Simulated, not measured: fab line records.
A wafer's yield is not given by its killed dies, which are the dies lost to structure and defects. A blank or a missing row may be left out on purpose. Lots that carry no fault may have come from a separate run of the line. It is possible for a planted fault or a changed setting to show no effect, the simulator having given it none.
Chamber matching | flow n5_finfet | N5_BEOL_M8_DESCUM_16 on rie_diel-05: 4 sister chambers
The step chemistry O2, time 7.9 s. 16 wafers are shown with their chamber, then 8 later ones without.

## WAFERS, EACH WITH ITS CHAMBER
wafer  | chamber | showerhead_plenum_p_Torr (Torr) | throttle_valve_pct (%) | drypump_motor_current_A (A)
L076.1 | 2       | 1.90                            | 20.25                  | 5.4
L076.4 | 0       | 2.14                            | 19.83                  | 5.1
L076.6 | 2       | 1.90                            | 20.27                  | 5.4
L077.2 | 1       | 2.16                            | 20.49                  | 6.1
L077.3 | 0       | 2.14                            | 19.84                  | 5.1
L077.4 | 1       | 2.16                            | 20.48                  | 6.2
L079.1 | 2       | 1.90                            | 20.27                  | 5.5
L079.4 | 1       | 2.16                            | 20.48                  | 6.2
L079.6 | 1       | 2.16                            | 20.49                  | 6.1
L085.4 | 2       | 1.89                            | 20.30                  | 5.4
L085.5 | 3       | 2.01                            | 20.32                  | 5.5
L085.6 | 2       | 1.89                            | 20.31                  | 5.4
L087.1 | 3       | 2.01                            | 20.32                  | 5.6
L087.2 | 2       | 1.89                            | 20.32                  | 5.4
L087.3 | 1       | 2.15                            | 20.52                  | 6.1
L092.2 | 0       | 2.13                            | 19.88                  | 5.1

SIGNATURES (means of the wafers above)
reading                  | chamber 0 | chamber 1 | chamber 2 | chamber 3 | scatter within a chamber
showerhead_plenum_p_Torr | 2.1367    | 2.1580    | 1.8950    | 2.0100    | 0.00497
throttle_valve_pct       | 19.8500   | 20.4920   | 20.2867   | 20.3200   | 0.0228
drypump_motor_current_A  | 5.100     | 6.140     | 5.417     | 5.550     | 0.0459
Rule: for a wafer and a chamber, the distance is found by dividing, reading by reading, the gap between the wafer's reading and the chamber's mean by the reading's scatter, squaring, summing and taking the root. The wafer belongs to the nearest chamber; if the next one is less than 2 further off, it can't be placed. The scatter: take each reading less its chamber's mean, square it, sum over the shown wafers, divide by the number of wafers less the number of chambers, and take the root.

## WAFERS MISSING THEIR CHAMBER
wafer  | showerhead_plenum_p_Torr (Torr) | throttle_valve_pct (%) | drypump_motor_current_A (A)
L092.4 | 1.89                            | 20.34                  | 5.5
L092.6 | 1.89                            | 20.31                  | 5.4
L095.3 | 2.13                            | 19.92                  | 5.1
L095.5 | 2.15                            | 20.53                  | 6.1
L095.6 | 1.89                            | 20.33                  | 5.4
L097.2 | 2.00                            | 20.34                  | 5.5
L097.4 | 1.89                            | 20.34                  | 5.5
L097.5 | 1.89                            | 20.33                  | 5.4

## EACH ONE'S CHAMBER
wafer  | from the rows above | in truth
L092.4 | 2                   | 2
L092.6 | 2                   | 2
L095.3 | 0                   | 0
L095.5 | 1                   | 1
L095.6 | 2                   | 2
L097.2 | 3                   | 3
L097.4 | 2                   | 2
L097.5 | 2                   | 2
Correctly placed: 8 of 8. Not placeable from these rows: 0. Wrongly placed: 0.
